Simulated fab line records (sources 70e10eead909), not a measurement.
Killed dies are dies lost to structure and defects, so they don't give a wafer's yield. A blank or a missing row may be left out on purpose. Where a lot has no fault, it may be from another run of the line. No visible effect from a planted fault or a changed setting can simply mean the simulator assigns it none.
Matching of chambers    flow nand harc    NHARC_A_CONTACT_CMP_20 on cmp-01: 4 sister chambers
The step polishes, t overpolish 30 s, target thk 300 nm. 8 wafers are shown with their chamber, then 10 later ones without.

EACH WAFER AND ITS CHAMBER
wafer   chamber  motor current A (A)  overpolish run s (s)
L083.2  1        11.6                 29.999
L083.5  0        10.8                 29.986
L085.1  1        11.7                 29.996
L085.6  3        12.2                 29.997
L081.2  0        11.4                 29.990
L081.5  2        11.5                 30.005
L084.1  3        12.8                 30.006
L084.4  2        11.7                 30.004

WAFERS WHOSE CHAMBER IS MISSING
wafer   motor current A (A)  overpolish run s (s)
L084.5  11.1                 30.003
L089.4  11.4                 29.989
L089.5  10.4                 29.998
L089.6  11.4                 30.002
L093.1  13.2                 29.995
L093.2  11.7                 29.990
L093.3  10.8                 30.006
L092.1  10.3                 30.010
L092.3  11.8                 29.994
L092.5  11.1                 30.009

THE CHAMBER EACH PASSED THROUGH
wafer   from the rows above                in truth
L084.5  can't be placed: 2 or 1            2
L089.4  can't be placed: 0 or 1            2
L089.5  can't be placed: 0 or 1 or 2       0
L089.6  can't be placed: 2 or 1            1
L093.1  3                                  3
L093.2  can't be placed: 0 or 1 or 2       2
L093.3  can't be placed: 2 or 1            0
L092.1  can't be placed: 2 or 1            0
L092.3  can't be placed: 1 or 0 or 2 or 3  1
L092.5  can't be placed: 2 or 1            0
Placed correctly: 1 of 10. Unplaceable from these rows: 9, with the true chamber sitting among the candidates in 5. Wrongly placed: 0.
How it was worked out, from the rows above alone: a wafer's distance from a chamber is the root of the sum, over the readings, of the square of ((its reading less the chamber's mean) divided by the reading's scatter). The wafer belongs to the nearest chamber; if the next one is less than 2 further off, it can't be placed. Each chamber's mean is taken over the wafers shown for it. The scatter: the root of (the sum of the squares of (reading less its chamber's mean) over the shown wafers, divided by (wafers less chambers)).
